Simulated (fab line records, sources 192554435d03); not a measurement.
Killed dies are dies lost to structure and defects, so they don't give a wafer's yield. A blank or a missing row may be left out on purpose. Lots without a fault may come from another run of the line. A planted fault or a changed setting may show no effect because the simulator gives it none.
Chamber matching | flow n5_finfet | N5_GATE_CUT_CMP_23 on cmp-03: 4 sister chambers
The step polishes, stops on SiO2, t overpolish 23.4 s, target thk 16 nm. 8 wafers are shown with their chamber, then 6 later ones without.

WAFERS WITH THEIR CHAMBER
wafer  | chamber | motor_current_A (A) | time_to_endpoint_s (s)
L081.3 | 2       | 9.7                 | 16
L086.1 | 1       | 7.7                 | 16
L088.1 | 1       | 8.0                 | 17
L088.4 | 3       | 10.6                | 22
L090.2 | 0       | 8.7                 | 13
L090.3 | 3       | 10.6                | 16
L091.1 | 2       | 9.0                 | 14
L091.3 | 0       | 8.8                 | 18

WAFERS WITHOUT THEIR CHAMBER
wafer  | motor_current_A (A) | time_to_endpoint_s (s)
L094.2 | 8.2                 | 16
L094.4 | 7.5                 | 15
L095.1 | 7.9                 | 15
L095.2 | 9.2                 | 11
L095.4 | 9.8                 | 19
L097.2 | 10.5                | 19

WHICH CHAMBER EACH WENT THROUGH
wafer  | from the rows above          | in truth
L094.2 | can't be placed: 1 or 0      | 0
L094.4 | 1                            | 1
L095.1 | 1                            | 1
L095.2 | can't be placed: 2 or 0      | 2
L095.4 | can't be placed: 2 or 3 or 0 | 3
L097.2 | 3                            | 3
Placed correctly: 3 of 6. Can't be placed from these rows: 3 (the true chamber is among the candidates in 3). Placed wrongly: 0.
How it was worked out, from the rows above alone: a wafer's distance from a chamber is the root of the sum, over the readings, of the square of ((its reading less the chamber's mean) divided by the reading's scatter). The wafer belongs to the nearest chamber; if the next one is less than 2 further off, it can't be placed. A chamber's mean is the mean of its shown wafers. The scatter: the root of (the sum of the squares of (reading less its chamber's mean) over the shown wafers, divided by (wafers less chambers)).
